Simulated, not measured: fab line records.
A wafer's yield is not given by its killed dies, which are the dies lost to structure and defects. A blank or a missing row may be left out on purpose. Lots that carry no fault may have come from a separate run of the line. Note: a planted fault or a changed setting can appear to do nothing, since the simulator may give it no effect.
fab line records / flow n5-finfet / part 2 of 2: steps 16 to 24 of 24
[record] lots = 5 wafers = 15 last-day = 14
route steps=1938 shown MOL_CONTACT_COAG@524
lots that met no fault: taken from a fault-free run of the same line
start-h: start of the lot's first displayed wafer, in hours after the record's first day / wait-h: how many hours have passed since the lot's step before this one / " identical to the entry in the row above / L1.1+2: one row covering several wafers at once / - no value, or no start was given / * or withheld: withheld / < > ~ a bound
route shown NAME@n: names a module that has steps shown in the file, with the first one's number in the route / usual: mean/standard deviation taken from wafers without a fault / same: alike in all rows / chamber/n: place in a boat / sites: readings site by site / _std_site: how widely they spread, as a standard deviation / _edge_site: outer sites' mean less inner sites' / radius-mm: for every site, how far away it sits from the centre of the wafer / mask NAME#n: copy n / behind: the tool/chamber that last shaped the wafer / hold: why the lot was held/for how many hours/how that ended / device: the n, p or np transistor that did not switch / end of line: the same wafers' tests at the end of the route / where a step has no rows: the recipe by itself / killed: count of dies lost to structure and defects at first sort (not the wafer's yield) / map: a wafer's dies, marking killed ones x, the rest . and places with no die _
set.NAME: the setting the step ran with; set.NAME@STEP: the setting that earlier step ran with / model.NAME: the simulator's own value behind a step, which no gauge read
lots at selected steps of the route; one table per step, one row per wafer
services: the hour from which a tool's chamber was out of use, counted from the record's first day as start-h (under 0 if before that day), plus the number of hours and why
[[steps]]
[step N5_MOL_CONTACT_COAG_STRIP_98]
[recipe] chemistry = N2/H2 power-w = 500 temp-c = 40 pressure-mtorr = 50 rf-frequency-hz = 6e+07 overash-fraction = 0.3 bias-power-w = 8 h2-frac = 0.5 n2-flow-sccm = 300 h2-flow-sccm = 300
[usual] chamber-pressure-mTorr = 49.99/0.079 drypump-motor-current-A = 5.8/0.51 oes-product-au = 0.78/0.083 rf-vpp-V = 54.3/1.3 showerhead-plenum-p-Torr = 3.30/0.12 throttle-valve-pct = 19.0/0.45
[same] overash-fraction = 0.3
lot.wafer=L075.2 tool=rie-diel-05 chamber=0 start-h=97.94 wait-h=0.0 chamber-pressure-mTorr=50.06 drypump-motor-current-A=5.7 oes-product-au=0.76 rf-hours-counter-h=151 rf-vpp-V=55.5 showerhead-plenum-p-Torr=3.36 throttle-valve-pct=19.5
lot.wafer=L075.5 tool=rie-diel-05 chamber=0 start-h=97.94 wait-h=0.0 chamber-pressure-mTorr=49.88 drypump-motor-current-A=5.8 oes-product-au=0.77 rf-hours-counter-h=- rf-vpp-V=54.1 showerhead-plenum-p-Torr=3.36 throttle-valve-pct=19.5
lot.wafer=L075.6 tool=rie-diel-05 chamber=1 start-h=97.94 wait-h=0.0 chamber-pressure-mTorr=49.93 drypump-motor-current-A=6.1 oes-product-au=0.77 rf-hours-counter-h=- rf-vpp-V=55.9 showerhead-plenum-p-Torr=3.21 throttle-valve-pct=18.9
lot.wafer=L079.2 tool=rie-diel-06 chamber=2 start-h=122.35 wait-h=0.0 chamber-pressure-mTorr=50.09 drypump-motor-current-A=5.6 oes-product-au=0.95 rf-hours-counter-h=5 rf-vpp-V=52.7 showerhead-plenum-p-Torr=3.41 throttle-valve-pct=18.3
lot.wafer=L079.5 tool=rie-diel-06 chamber=2 start-h=122.35 wait-h=0.0 chamber-pressure-mTorr=50.11 drypump-motor-current-A=5.6 oes-product-au=0.96 rf-hours-counter-h=- rf-vpp-V=55.4 showerhead-plenum-p-Torr=3.41 throttle-valve-pct=18.3
lot.wafer=L079.6 tool=rie-diel-06 chamber=0 start-h=122.35 wait-h=0.0 chamber-pressure-mTorr=50.01 drypump-motor-current-A=6.4 oes-product-au=0.67 rf-hours-counter-h=- rf-vpp-V=54.1 showerhead-plenum-p-Torr=3.33 throttle-valve-pct=19.8
lot.wafer=L080.1 tool=rie-diel-06 chamber=2 start-h=128.07 wait-h=0.0 chamber-pressure-mTorr=49.93 drypump-motor-current-A=5.6 oes-product-au=0.94 rf-hours-counter-h=8 rf-vpp-V=52.5 showerhead-plenum-p-Torr=3.41 throttle-valve-pct=18.3
lot.wafer=L080.2 tool=rie-diel-06 chamber=0 start-h=128.07 wait-h=0.0 chamber-pressure-mTorr=49.86 drypump-motor-current-A=6.4 oes-product-au=0.68 rf-hours-counter-h=233 rf-vpp-V=54.4 showerhead-plenum-p-Torr=3.33 throttle-valve-pct=19.8
lot.wafer=L080.6 tool=rie-diel-06 chamber=2 start-h=128.07 wait-h=0.0 chamber-pressure-mTorr=49.93 drypump-motor-current-A=5.6 oes-product-au=0.94 rf-hours-counter-h=- rf-vpp-V=56.0 showerhead-plenum-p-Torr=3.41 throttle-valve-pct=18.3
lot.wafer=L081.2 tool=rie-diel-04 chamber=1 start-h=129.52 wait-h=0.0 chamber-pressure-mTorr=49.92 drypump-motor-current-A=5.8 oes-product-au=0.91 rf-hours-counter-h=23 rf-vpp-V=55.9 showerhead-plenum-p-Torr=3.42 throttle-valve-pct=19.2
lot.wafer=L081.3 tool=rie-diel-04 chamber=0 start-h=129.52 wait-h=0.0 chamber-pressure-mTorr=50.02 drypump-motor-current-A=6.0 oes-product-au=0.75 rf-hours-counter-h=125 rf-vpp-V=54.4 showerhead-plenum-p-Torr=3.53 throttle-valve-pct=19.6
lot.wafer=L081.4 tool=rie-diel-04 chamber=0 start-h=129.52 wait-h=0.0 chamber-pressure-mTorr=50.01 drypump-motor-current-A=6.0 oes-product-au=0.74 rf-hours-counter-h=- rf-vpp-V=54.1 showerhead-plenum-p-Torr=3.53 throttle-valve-pct=19.6
lot.wafer=L083.1 tool=rie-diel-05 chamber=2 start-h=143.79 wait-h=0.0 chamber-pressure-mTorr=49.90 drypump-motor-current-A=6.5 oes-product-au=0.82 rf-hours-counter-h=116 rf-vpp-V=55.8 showerhead-plenum-p-Torr=3.38 throttle-valve-pct=18.8
lot.wafer=L083.3 tool=rie-diel-05 chamber=3 start-h=143.79 wait-h=0.0 chamber-pressure-mTorr=50.09 drypump-motor-current-A=5.4 oes-product-au=0.77 rf-hours-counter-h=154 rf-vpp-V=52.7 showerhead-plenum-p-Torr=3.33 throttle-valve-pct=18.4
lot.wafer=L083.6 tool=rie-diel-05 chamber=2 start-h=143.79 wait-h=0.0 chamber-pressure-mTorr=49.89 drypump-motor-current-A=6.5 oes-product-au=0.81 rf-hours-counter-h=- rf-vpp-V=54.1 showerhead-plenum-p-Torr=3.38 throttle-valve-pct=18.8
[step N5_MOL_CONTACT_COAG_CD_MEAS_99]
[recipe] target-cd-nm = 17.2 polarity = opening
[usual] cd-nm = 17.3/0.4
lot.wafer=L075.2 tool=cd-sem-03 chamber=- start-h=98.01 wait-h=- cd-nm=17.3
lot.wafer=L075.5 tool=cd-sem-03 chamber=- start-h=98.01 wait-h=- cd-nm=17.2
lot.wafer=L075.6 tool=cd-sem-03 chamber=- start-h=98.01 wait-h=- cd-nm=17.3
lot.wafer=L079.2 tool=cd-sem-02 chamber=- start-h=122.43 wait-h=- cd-nm=16.8
lot.wafer=L079.5 tool=cd-sem-02 chamber=- start-h=122.43 wait-h=- cd-nm=16.8
lot.wafer=L079.6 tool=cd-sem-02 chamber=- start-h=122.43 wait-h=- cd-nm=17.4
lot.wafer=L080.1 tool=cd-sem-02 chamber=- start-h=128.14 wait-h=- cd-nm=17.1
lot.wafer=L080.2 tool=cd-sem-02 chamber=- start-h=128.14 wait-h=- cd-nm=17.4
lot.wafer=L080.6 tool=cd-sem-02 chamber=- start-h=128.14 wait-h=- cd-nm=17.2
lot.wafer=L081.2 tool=cd-sem-02 chamber=- start-h=129.59 wait-h=- cd-nm=17.8
lot.wafer=L081.3 tool=cd-sem-02 chamber=- start-h=129.59 wait-h=- cd-nm=17.7
lot.wafer=L081.4 tool=cd-sem-02 chamber=- start-h=129.59 wait-h=- cd-nm=17.7
lot.wafer=L083.1 tool=cd-sem-01 chamber=- start-h=143.86 wait-h=- cd-nm=17.0
lot.wafer=L083.3 tool=cd-sem-01 chamber=- start-h=143.86 wait-h=- cd-nm=16.9
lot.wafer=L083.6 tool=cd-sem-01 chamber=- start-h=143.86 wait-h=- cd-nm=16.8
[step N5_MOL_CONTACT_COAG_IMPLANT_129]
[recipe] species = Ge energy-kev = 3 dose-cm2 = 6e+14 tilt-deg = 0 rotation-deg = 0
[usual] beam-on-s = 39.9/2.9
lot.wafer=L075.2 tool=implanter-01 chamber=0 start-h=98.07 wait-h=0.1 beam-on-s=35.8
lot.wafer=L075.5 tool=implanter-01 chamber=0 start-h=98.07 wait-h=0.1 beam-on-s=36.9
lot.wafer=L075.6 tool=implanter-01 chamber=0 start-h=98.07 wait-h=0.1 beam-on-s=35.0
lot.wafer=L079.2 tool=implanter-02 chamber=0 start-h=122.49 wait-h=0.1 beam-on-s=43.1
lot.wafer=L079.5 tool=implanter-02 chamber=0 start-h=122.49 wait-h=0.1 beam-on-s=40.2
lot.wafer=L079.6 tool=implanter-02 chamber=0 start-h=122.49 wait-h=0.1 beam-on-s=42.7
lot.wafer=L080.1 tool=implanter-01 chamber=0 start-h=128.17 wait-h=0.0 beam-on-s=35.0
lot.wafer=L080.2 tool=implanter-01 chamber=0 start-h=128.17 wait-h=0.0 beam-on-s=36.0
lot.wafer=L080.6 tool=implanter-01 chamber=0 start-h=128.17 wait-h=0.0 beam-on-s=36.7
lot.wafer=L081.2 tool=implanter-02 chamber=0 start-h=129.66 wait-h=0.1 beam-on-s=41.7
lot.wafer=L081.3 tool=implanter-02 chamber=0 start-h=129.66 wait-h=0.1 beam-on-s=43.5
lot.wafer=L081.4 tool=implanter-02 chamber=0 start-h=129.66 wait-h=0.1 beam-on-s=43.2
lot.wafer=L083.1 tool=implanter-01 chamber=0 start-h=143.89 wait-h=0.0 beam-on-s=36.4
lot.wafer=L083.3 tool=implanter-01 chamber=0 start-h=143.89 wait-h=0.0 beam-on-s=36.2
lot.wafer=L083.6 tool=implanter-01 chamber=0 start-h=143.89 wait-h=0.0 beam-on-s=37.3
[step N5_MOL_CONTACT_COAG_PRECLEAN_111]
[recipe] chemistry = NF3:NH3 afs-cycles = 1 temp-c = 30 time-s = 20 sublimation-temp-c = 180 sublimation-time-s = 60 pressure-torr = 3 rf-power-w = 30
[same] afs-cycles = 1
lot.wafer=L075.2+5+6 tool=remote-plasma-02 chamber=0 start-h=98.29 wait-h=0.2
lot.wafer=L079.2+5+6 tool=remote-plasma-01 chamber=1 start-h=124.25 wait-h=1.7
lot.wafer=L080.1+2+6 tool=remote-plasma-02 chamber=0 start-h=128.39 wait-h=0.2
lot.wafer=L081.2+3+4 tool=remote-plasma-02 chamber=1 start-h=131.06 wait-h=1.4
lot.wafer=L083.1+3+6 tool=remote-plasma-01 chamber=0 start-h=145.51 wait-h=1.6
[step N5_MOL_CONTACT_COAG_TI_SIL_19]
[recipe] material = Ti target-thk-a = 42 temp-c = 200 chamber-pressure-pa = 5 power-w = 5000 time-s = 15
[usual] throttle-valve-pct = 30.4/1.1
lot.wafer=L075.2 tool=pvd-sputter-03 chamber=- start-h=98.64 wait-h=0.3 throttle-valve-pct=28.5
lot.wafer=L075.5 tool=pvd-sputter-03 chamber=- start-h=98.64 wait-h=0.3 throttle-valve-pct=28.9
lot.wafer=L075.6 tool=pvd-sputter-03 chamber=- start-h=98.64 wait-h=0.3 throttle-valve-pct=31.3
lot.wafer=L079.2 tool=pvd-sputter-03 chamber=- start-h=124.46 wait-h=0.2 throttle-valve-pct=31.2
lot.wafer=L079.5 tool=pvd-sputter-03 chamber=- start-h=124.46 wait-h=0.2 throttle-valve-pct=31.1
lot.wafer=L079.6 tool=pvd-sputter-03 chamber=- start-h=124.46 wait-h=0.2 throttle-valve-pct=30.7
lot.wafer=L080.1 tool=pvd-sputter-03 chamber=- start-h=128.64 wait-h=0.2 throttle-valve-pct=28.7
lot.wafer=L080.2 tool=pvd-sputter-03 chamber=- start-h=128.64 wait-h=0.2 throttle-valve-pct=28.6
lot.wafer=L080.6 tool=pvd-sputter-03 chamber=- start-h=128.64 wait-h=0.2 throttle-valve-pct=30.3
lot.wafer=L081.2 tool=pvd-sputter-03 chamber=- start-h=131.54 wait-h=0.5 throttle-valve-pct=28.6
lot.wafer=L081.3 tool=pvd-sputter-03 chamber=- start-h=131.54 wait-h=0.5 throttle-valve-pct=31.2
lot.wafer=L081.4 tool=pvd-sputter-03 chamber=- start-h=131.54 wait-h=0.5 throttle-valve-pct=28.9
lot.wafer=L083.1 tool=pvd-sputter-03 chamber=- start-h=145.87 wait-h=0.3 throttle-valve-pct=28.7
lot.wafer=L083.3 tool=pvd-sputter-03 chamber=- start-h=145.87 wait-h=0.3 throttle-valve-pct=31.3
lot.wafer=L083.6 tool=pvd-sputter-03 chamber=- start-h=145.87 wait-h=0.3 throttle-valve-pct=31.0
[step N5_MOL_CONTACT_COAG_ALD_20]
[recipe] material = TiN target-thk-a = 15 temp-c = 400 ald-precursor-family = TiCl4 ald-co-reactant = NH3 pulse-time-s = 1 purge-time-s = 3 co-reactant-purge-time-s = 2 co-reactant-pulse-time-s = 2 ald-cycles = 68 pressure-torr = 3
[usual] heater-power-w = 889/97 precursor-pulse-height-rel = 1.001/0.019
lot.wafer=L075.2 tool=ald-metal-03 chamber=0 start-h=98.76 wait-h=0.1 heater-power-w=1041 precursor-pulse-height-rel=1.016
lot.wafer=L075.5 tool=ald-metal-03 chamber=2 start-h=98.76 wait-h=0.1 heater-power-w=914 precursor-pulse-height-rel=1.001
lot.wafer=L075.6 tool=ald-metal-03 chamber=1 start-h=98.76 wait-h=0.1 heater-power-w=978 precursor-pulse-height-rel=0.984
lot.wafer=L079.2 tool=ald-metal-04 chamber=2 start-h=124.58 wait-h=0.1 heater-power-w=860 precursor-pulse-height-rel=1.019
lot.wafer=L079.5 tool=ald-metal-04 chamber=2 start-h=124.58 wait-h=0.1 heater-power-w=856 precursor-pulse-height-rel=1.002
lot.wafer=L079.6 tool=ald-metal-04 chamber=1 start-h=124.58 wait-h=0.1 heater-power-w=966 precursor-pulse-height-rel=1.010
lot.wafer=L080.1 tool=ald-metal-01 chamber=0 start-h=128.76 wait-h=0.1 heater-power-w=866 precursor-pulse-height-rel=0.987
lot.wafer=L080.2 tool=ald-metal-01 chamber=3 start-h=128.76 wait-h=0.1 heater-power-w=930 precursor-pulse-height-rel=0.975
lot.wafer=L080.6 tool=ald-metal-01 chamber=3 start-h=128.76 wait-h=0.1 heater-power-w=944 precursor-pulse-height-rel=1.001
lot.wafer=L081.2 tool=ald-metal-03 chamber=1 start-h=131.66 wait-h=0.1 heater-power-w=991 precursor-pulse-height-rel=0.983
lot.wafer=L081.3 tool=ald-metal-03 chamber=0 start-h=131.66 wait-h=0.1 heater-power-w=1073 precursor-pulse-height-rel=0.976
lot.wafer=L081.4 tool=ald-metal-03 chamber=3 start-h=131.66 wait-h=0.1 heater-power-w=732 precursor-pulse-height-rel=1.013
lot.wafer=L083.1 tool=ald-metal-03 chamber=2 start-h=145.99 wait-h=0.1 heater-power-w=897 precursor-pulse-height-rel=0.985
lot.wafer=L083.3 tool=ald-metal-03 chamber=0 start-h=145.99 wait-h=0.1 heater-power-w=1062 precursor-pulse-height-rel=1.007
lot.wafer=L083.6 tool=ald-metal-03 chamber=1 start-h=145.99 wait-h=0.1 heater-power-w=1001 precursor-pulse-height-rel=1.029
[step N5_MOL_CONTACT_COAG_SIL_ANNEAL_21]
[recipe] temp-c = 550 time-s = 60 ambient = N2
[usual] lamp-power-pct = 6.73/0.18 lamp_zone_5_pct = 6.75/0.18 wafer_temp_C_max = 552.3/0.56
lot.wafer=L075.2 tool=rtp-anneal-02 chamber=0 start-h=99.16 wait-h=0.2 lamp-power-pct=6.87 lamp_zone_5_pct=6.88 wafer_temp_C_max=552.4
lot.wafer=L075.5 tool=rtp-anneal-02 chamber=0 start-h=99.16 wait-h=0.2 lamp-power-pct=6.87 lamp_zone_5_pct=6.90 wafer_temp_C_max=552.4
lot.wafer=L075.6 tool=rtp-anneal-02 chamber=0 start-h=99.16 wait-h=0.2 lamp-power-pct=6.88 lamp_zone_5_pct=6.90 wafer_temp_C_max=552.0
lot.wafer=L079.2 tool=rtp-anneal-02 chamber=0 start-h=125.17 wait-h=0.4 lamp-power-pct=6.87 lamp_zone_5_pct=6.89 wafer_temp_C_max=552.9
lot.wafer=L079.5 tool=rtp-anneal-02 chamber=0 start-h=125.17 wait-h=0.4 lamp-power-pct=6.86 lamp_zone_5_pct=6.88 wafer_temp_C_max=553.1
lot.wafer=L079.6 tool=rtp-anneal-02 chamber=0 start-h=125.17 wait-h=0.4 lamp-power-pct=6.87 lamp_zone_5_pct=6.89 wafer_temp_C_max=552.1
lot.wafer=L080.1 tool=rtp-anneal-02 chamber=0 start-h=129.21 wait-h=0.3 lamp-power-pct=6.87 lamp_zone_5_pct=6.88 wafer_temp_C_max=552.2
lot.wafer=L080.2 tool=rtp-anneal-02 chamber=0 start-h=129.21 wait-h=0.3 lamp-power-pct=6.88 lamp_zone_5_pct=6.89 wafer_temp_C_max=552.8
lot.wafer=L080.6 tool=rtp-anneal-02 chamber=0 start-h=129.21 wait-h=0.3 lamp-power-pct=6.88 lamp_zone_5_pct=6.89 wafer_temp_C_max=552.0
lot.wafer=L081.2 tool=rtp-anneal-02 chamber=0 start-h=132.06 wait-h=0.2 lamp-power-pct=6.87 lamp_zone_5_pct=6.89 wafer_temp_C_max=552.5
lot.wafer=L081.3 tool=rtp-anneal-02 chamber=0 start-h=132.06 wait-h=0.2 lamp-power-pct=6.86 lamp_zone_5_pct=6.89 wafer_temp_C_max=552.0
lot.wafer=L081.4 tool=rtp-anneal-02 chamber=0 start-h=132.06 wait-h=0.2 lamp-power-pct=6.86 lamp_zone_5_pct=6.88 wafer_temp_C_max=553.0
lot.wafer=L083.1 tool=rtp-anneal-02 chamber=0 start-h=146.38 wait-h=0.2 lamp-power-pct=6.87 lamp_zone_5_pct=6.89 wafer_temp_C_max=552.3
lot.wafer=L083.3 tool=rtp-anneal-02 chamber=0 start-h=146.38 wait-h=0.2 lamp-power-pct=6.87 lamp_zone_5_pct=6.90 wafer_temp_C_max=552.5
lot.wafer=L083.6 tool=rtp-anneal-02 chamber=0 start-h=146.38 wait-h=0.2 lamp-power-pct=6.88 lamp_zone_5_pct=6.88 wafer_temp_C_max=552.4
[step N5_MOL_CONTACT_COAG_PRE_CLEAN_141]
[recipe] gas = H2/He time-s = 60 temp-c = 300
[usual] heater-power-w = 487/33
lot.wafer=L075.2 tool=pvd-sputter-02 chamber=- start-h=100.02 wait-h=0.8 heater-power-w=533
lot.wafer=L075.5 tool=pvd-sputter-02 chamber=- start-h=100.02 wait-h=0.8 heater-power-w=487
lot.wafer=L075.6 tool=pvd-sputter-02 chamber=- start-h=100.02 wait-h=0.8 heater-power-w=494
lot.wafer=L079.2 tool=pvd-sputter-03 chamber=- start-h=125.64 wait-h=0.4 heater-power-w=555
lot.wafer=L079.5 tool=pvd-sputter-03 chamber=- start-h=125.64 wait-h=0.4 heater-power-w=452
lot.wafer=L079.6 tool=pvd-sputter-03 chamber=- start-h=125.64 wait-h=0.4 heater-power-w=562
lot.wafer=L080.1 tool=pvd-sputter-03 chamber=- start-h=131.78 wait-h=2.5 heater-power-w=567
lot.wafer=L080.2 tool=pvd-sputter-03 chamber=- start-h=131.78 wait-h=2.5 heater-power-w=472
lot.wafer=L080.6 tool=pvd-sputter-03 chamber=- start-h=131.78 wait-h=2.5 heater-power-w=470
lot.wafer=L081.2 tool=pvd-sputter-01 chamber=- start-h=133.07 wait-h=1.0 heater-power-w=513
lot.wafer=L081.3 tool=pvd-sputter-01 chamber=- start-h=133.07 wait-h=1.0 heater-power-w=483
lot.wafer=L081.4 tool=pvd-sputter-01 chamber=- start-h=133.07 wait-h=1.0 heater-power-w=451
lot.wafer=L083.1 tool=pvd-sputter-01 chamber=- start-h=147.28 wait-h=0.9 heater-power-w=483
lot.wafer=L083.3 tool=pvd-sputter-01 chamber=- start-h=147.28 wait-h=0.9 heater-power-w=451
lot.wafer=L083.6 tool=pvd-sputter-01 chamber=- start-h=147.28 wait-h=0.9 heater-power-w=477
[step N5_MOL_CONTACT_COAG_SPUTTER_143]
[recipe] material = Co target-thk-a = 25 temp-c = 25 chamber-pressure-pa = 0.2
[usual] throttle-valve-pct = 30.5/1.2
lot.wafer=L075.2 tool=pvd-sputter-02 chamber=- start-h=100.08 wait-h=0.0 throttle-valve-pct=29.7
lot.wafer=L075.5 tool=pvd-sputter-02 chamber=- start-h=100.08 wait-h=0.0 throttle-valve-pct=30.5
lot.wafer=L075.6 tool=pvd-sputter-02 chamber=- start-h=100.08 wait-h=0.0 throttle-valve-pct=30.9
lot.wafer=L079.2 tool=pvd-sputter-03 chamber=- start-h=125.70 wait-h=0.0 throttle-valve-pct=28.8
lot.wafer=L079.5 tool=pvd-sputter-03 chamber=- start-h=125.70 wait-h=0.0 throttle-valve-pct=28.3
lot.wafer=L079.6 tool=pvd-sputter-03 chamber=- start-h=125.70 wait-h=0.0 throttle-valve-pct=28.8
lot.wafer=L080.1 tool=pvd-sputter-03 chamber=- start-h=131.84 wait-h=0.0 throttle-valve-pct=28.8
lot.wafer=L080.2 tool=pvd-sputter-03 chamber=- start-h=131.84 wait-h=0.0 throttle-valve-pct=30.6
lot.wafer=L080.6 tool=pvd-sputter-03 chamber=- start-h=131.84 wait-h=0.0 throttle-valve-pct=28.8
lot.wafer=L081.2 tool=pvd-sputter-01 chamber=- start-h=133.13 wait-h=0.0 throttle-valve-pct=30.0
lot.wafer=L081.3 tool=pvd-sputter-01 chamber=- start-h=133.13 wait-h=0.0 throttle-valve-pct=32.7
lot.wafer=L081.4 tool=pvd-sputter-01 chamber=- start-h=133.13 wait-h=0.0 throttle-valve-pct=30.4
lot.wafer=L083.1 tool=pvd-sputter-01 chamber=- start-h=147.34 wait-h=0.0 throttle-valve-pct=32.4
lot.wafer=L083.3 tool=pvd-sputter-01 chamber=- start-h=147.34 wait-h=0.0 throttle-valve-pct=31.3
lot.wafer=L083.6 tool=pvd-sputter-01 chamber=- start-h=147.34 wait-h=0.0 throttle-valve-pct=33.0
[[services]]
tool=rie-diel-04 chamber=- start-h=74.60 hours=3.1 kind=repair
tool=ald-metal-01 chamber=1 start-h=76.68 hours=25.5 kind=repair
tool=rie-diel-06 chamber=0 start-h=82.55 hours=4.1 kind=repair
tool=pvd-sputter-03 chamber=- start-h=85.52 hours=2.7 kind=repair
tool=rie-diel-06 chamber=2 start-h=88.38 hours=- kind=clean
tool=rie-diel-06 chamber=2 start-h=88.38 hours=- kind=consumable-replace:focus-ring
tool=rie-diel-06 chamber=2 start-h=88.38 hours=20.5 kind=scheduled-down
tool=rie-diel-06 chamber=2 start-h=88.38 hours=20.5 kind=vent-cycle
tool=rie-diel-05 chamber=1 start-h=93.73 hours=1.5 kind=repair
tool=pvd-sputter-03 chamber=- start-h=99.64 hours=2.2 kind=repair
tool=pvd-sputter-03 chamber=- start-h=107.67 hours=2.0 kind=repair
tool=rie-diel-06 chamber=3 start-h=112.52 hours=- kind=clean
tool=rie-diel-06 chamber=3 start-h=112.52 hours=- kind=consumable-replace:focus-ring
tool=rie-diel-06 chamber=3 start-h=112.52 hours=19.5 kind=scheduled-down
tool=rie-diel-06 chamber=3 start-h=112.52 hours=19.5 kind=vent-cycle
tool=pvd-sputter-03 chamber=- start-h=113.99 hours=0.9 kind=repair
tool=pvd-sputter-01 chamber=- start-h=129.15 hours=1.9 kind=repair
tool=rie-diel-05 chamber=- start-h=130.49 hours=0.3 kind=repair
tool=remote-plasma-02 chamber=- start-h=135.55 hours=0.4 kind=repair
tool=ald-metal-04 chamber=- start-h=140.81 hours=0.4 kind=repair
tool=ald-metal-01 chamber=- start-h=144.94 hours=6.0 kind=pm
